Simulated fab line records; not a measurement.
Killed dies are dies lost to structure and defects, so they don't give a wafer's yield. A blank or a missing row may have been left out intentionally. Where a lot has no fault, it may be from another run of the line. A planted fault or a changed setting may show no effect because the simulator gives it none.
The tool behind it: which one? | flow nand_harc | 14 lots with 42 wafers sampled at 4 steps, on a route of 1159 steps

## WHAT THE GAUGES READ, wafer by wafer
NHARC_P_START_INSPECT_01. Usual: raw_defect_count reads 3.3 (standard deviation 1.8).
lot  | measured    | on                | raw_defect_count | flag
L196 | day 1 12:02 | defect_inspect-01 | 4 1 4            |
L197 | day 1 18:02 | defect_inspect-01 | 8 2 2            |
L198 | day 2 00:03 | defect_inspect-02 | 4 4 3            |
L199 | day 2 06:02 | defect_inspect-02 | 2 3 2            |
L200 | day 2 12:03 | defect_inspect-01 | 2 5 3            |
L202 | day 3 00:02 | defect_inspect-01 | 1 4 4            |
L203 | day 3 06:03 | defect_inspect-02 | 6 6 1            |
L211 | day 5 06:02 | defect_inspect-01 | 1 1 4            |
L212 | day 5 12:02 | defect_inspect-02 | 9 1 7            |
L214 | day 6 00:02 | defect_inspect-01 | 7 2 3            |
L215 | day 6 06:02 | defect_inspect-01 | 5 4 6            |
L216 | day 6 12:03 | defect_inspect-02 | 2 4 8            |
L218 | day 7 00:02 | defect_inspect-01 | 4 3 4            |
L219 | day 7 06:02 | defect_inspect-02 | 3 2 4            |

NHARC_P_GATE_CD_MEAS_11 targets a cd of 1640 nm. Usual: cd_nm reads 1638.5 nm (standard deviation 2).
lot  | measured    | on        | cd_nm (nm)           | flag
L196 | day 3 21:52 | cd_sem-03 | 1640.0 1638.4 1637.6 |
L197 | day 3 21:42 | cd_sem-03 | 1637.2 1639.9 1637.0 |
L198 | day 4 15:37 | cd_sem-01 | 1641.5 1638.2 1637.0 |
L199 | day 4 15:34 | cd_sem-01 | 1636.9 1639.0 1636.6 |
L200 | day 5 00:59 | cd_sem-01 | 1639.3 1636.2 1636.2 |
L211 | day 7 23:44 | cd_sem-02 | 1642.9 1637.9 1637.6 |
L212 | day 8 06:10 | cd_sem-02 | 1637.8 1638.1 1639.7 |
L214 | day 8 15:12 | cd_sem-02 | 1638.3 1638.5 1641.3 |
L215 | day 8 15:14 | cd_sem-03 | 1636.7 1636.7 1637.1 |
L216 | day 9 04:30 | cd_sem-01 | 1642.1 1638.2 1640.1 |
L218 | day 9 18:50 | cd_sem-01 | 1637.8 1636.6 1636.0 |
L219 | day 9 18:59 | cd_sem-03 | 1637.2 1638.0 1635.5 |

## WHICH TOOL RAN EACH LOT (tool, then ch and the chambers of the sampled wafers, then the start)
lot  | NHARC_P_ZERO_WELL_DEVELOP_51     | NHARC_P_STI_ETCH_15
L196 | litho_track-03 ch 0, day 1 17:00 | rie_si-06 ch 0,1,2, day 2 14:06
L197 | litho_track-07 ch 0, day 1 23:00 | rie_si-03 ch 1,2,3, day 2 14:01
L198 | litho_track-07 ch 0, day 2 05:00 | rie_si-01 ch 0,1, day 3 02:33
L199 | litho_track-05 ch 0, day 2 11:00 | rie_si-03 ch 0,3, day 3 02:37
L200 | litho_track-07 ch 0, day 2 17:00 | rie_si-03 ch 0,2,3, day 3 11:38
L202 | litho_track-05, day 3 05:00      | -
L203 | litho_track-07, day 3 11:00      | -
L211 | litho_track-05 ch 0, day 5 11:00 | rie_si-03 ch 0,1,2, day 6 06:33
L212 | litho_track-07 ch 0, day 5 17:00 | rie_si-03 ch 0,1,2, day 6 14:39
L214 | litho_track-07 ch 0, day 6 05:00 | rie_si-03 ch 1,2,3, day 7 01:23
L215 | litho_track-05 ch 0, day 6 11:00 | rie_si-06 ch 1,2, day 7 06:00
L216 | litho_track-07 ch 0, day 6 17:00 | rie_si-06 ch 0,1,3, day 7 14:02
L218 | litho_track-07 ch 0, day 7 05:00 | rie_si-01 ch 1,2, day 8 01:53
L219 | litho_track-05 ch 0, day 7 11:00 | rie_si-06 ch 2,3, day 8 01:50
- NHARC_P_ZERO_WELL_DEVELOP_51: time 70 s.
- NHARC_P_STI_ETCH_15: etches the open film in HBr/Cl2, target depth 300 nm, time 100.1 s.

## AS READ BY THE TOOLS THEMSELVES (means over the sampled wafers that have a number; for cases with no such wafer, the mark the record gives instead)
NHARC_P_ZERO_WELL_DEVELOP_51. Usual: chill_plate_temp_C 22.99 C, standard deviation 0.099; exhaust_pa 45.1 Pa, standard deviation 0.91.
lot  | tool           | chill_plate_temp_C (C) | exhaust_pa (Pa) | flag
L196 | litho_track-03 | 22.88                  | 45.2            |
L197 | litho_track-07 | 22.94                  | 44.4            |
L198 | litho_track-07 | 22.95                  | 45.6            |
L199 | litho_track-05 | 22.98                  | 44.4            |
L200 | litho_track-07 | 23.11                  | 45.1            |
L202 | litho_track-05 | -                      | -               | OFF
L203 | litho_track-07 | -                      | -               | OFF
L211 | litho_track-05 | 23.06                  | 45.7            |
L212 | litho_track-07 | 23.07                  | 44.9            |
L214 | litho_track-07 | 22.91                  | 44.3            |
L215 | litho_track-05 | 23.06                  | 46.5            |
L216 | litho_track-07 | 23.10                  | 44.9            |
L218 | litho_track-07 | 22.95                  | 45.4            |
L219 | litho_track-05 | 22.98                  | 45.4            |

NHARC_P_STI_ETCH_15. Usual: drypump_motor_current_A 5.4 A, standard deviation 0.36; hbr_flow_sccm 150.0 sccm, standard deviation 0.48; oes_product_au 0.999 a.u., standard deviation 0.013; throttle_valve_pct 26.405 %, standard deviation 0.009.
lot  | tool      | drypump_motor_current_A (A) | hbr_flow_sccm (sccm) | oes_product_au (a.u.) | throttle_valve_pct (%) | flag
L196 | rie_si-06 | 5.7                         | 149.9                | 1.007                 | 26.395                 |
L197 | rie_si-03 | 5.5                         | 149.9                | 0.994                 | 26.398                 |
L198 | rie_si-01 | 5.3                         | 150.2                | 1.005                 | 26.401                 |
L199 | rie_si-03 | 5.7                         | 149.7                | 0.995                 | 26.411                 |
L200 | rie_si-03 | 5.5                         | 150.2                | 0.996                 | 26.401                 |
L211 | rie_si-03 | 5.5                         | 150.2                | 0.991                 | 26.413                 |
L212 | rie_si-03 | 5.5                         | 149.9                | 0.994                 | 26.404                 |
L214 | rie_si-03 | 5.5                         | 149.6                | 0.990                 | 26.405                 |
L215 | rie_si-06 | 5.6                         | 150.9                | 1.008                 | 26.401                 |
L216 | rie_si-06 | 5.4                         | 150.0                | 0.996                 | 26.405                 |
L218 | rie_si-01 | 5.7                         | 150.3                | 0.998                 | 26.401                 |
L219 | rie_si-06 | 5.4                         | 150.2                | 1.004                 | 26.407                 |

## THE ANSWER, worked out from the rows above alone
Rule: lot off if the mean of its wafers having a number is beyond 3 standard deviations from the usual mean. Also off: a lot with no number at a reading for which 4 or more lots have one. Where the step has rows for the other lots, those lots are counted as sound. After the gauges, taken in route order, come the tools' own readings; for these a lot's mean is taken, as printed above. At the first step where some lot is off, the reading lying furthest off is the one used; lots without a number count as furthest.
Off: L202, L203 (NHARC_P_ZERO_WELL_DEVELOP_51, chill_plate_temp_C). Without a number there: L202, L203.
If a tool, at that step or one of the process steps before it, ran each lot that is off and ran no sound lot following the first of them, it fits. None of those tried fits.

## WHAT THE SIMULATOR PUT IN
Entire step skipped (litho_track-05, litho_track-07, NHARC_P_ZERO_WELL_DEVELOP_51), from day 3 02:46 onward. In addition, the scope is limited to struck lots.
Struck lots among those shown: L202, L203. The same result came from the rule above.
